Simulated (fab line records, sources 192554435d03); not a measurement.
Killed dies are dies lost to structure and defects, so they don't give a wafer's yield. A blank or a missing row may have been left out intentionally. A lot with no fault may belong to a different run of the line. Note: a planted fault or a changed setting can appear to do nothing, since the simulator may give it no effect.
Chamber matching	flow n5-finfet	rie-diel-04 running N5_PASSIVATION_DESCUM_32: 4 sister chambers
The step chemistry O2, time 7.9 s. 4 wafers are shown with their chamber, then 7 later ones without.

== WAFERS, EACH WITH ITS CHAMBER ==
wafer	chamber	throttle-valve-pct (%)
L202.5	0	20.10
L205.5	2	20.19
L205.6	1	20.13
L208.2	3	20.61

== WAFERS WHOSE CHAMBER IS MISSING ==
wafer	throttle-valve-pct (%)
L208.4	20.21
L209.1	20.12
L209.3	20.20
L209.5	20.14
L213.3	20.13
L213.5	20.24
L213.6	20.63

== WHICH CHAMBER EACH WENT THROUGH ==
wafer	from the rows above	in truth
L208.4	2	2
L209.1	can't be placed: 1 or 0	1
L209.3	2	2
L209.5	can't be placed: 1 or 0 or 2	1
L213.3	can't be placed: 1 or 0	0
L213.5	2	2
L213.6	3	3
Placed correctly: 4 of 7. Unplaceable from these rows: 3, with the true chamber sitting among the candidates in 3. Number placed wrongly: 0.
How it was worked out, from the rows above alone: a wafer's distance from a chamber is the root of the sum, over the readings, of the square of ((its reading less the chamber's mean) divided by the reading's scatter). If the next closest chamber is less than 2 further off than the closest, the wafer can't be placed; otherwise it belongs to the closest. A chamber's mean is the mean of its shown wafers. The scatter: root of mean squared gap, hidden wafer to nearest shown wafer, with one shown wafer a chamber.
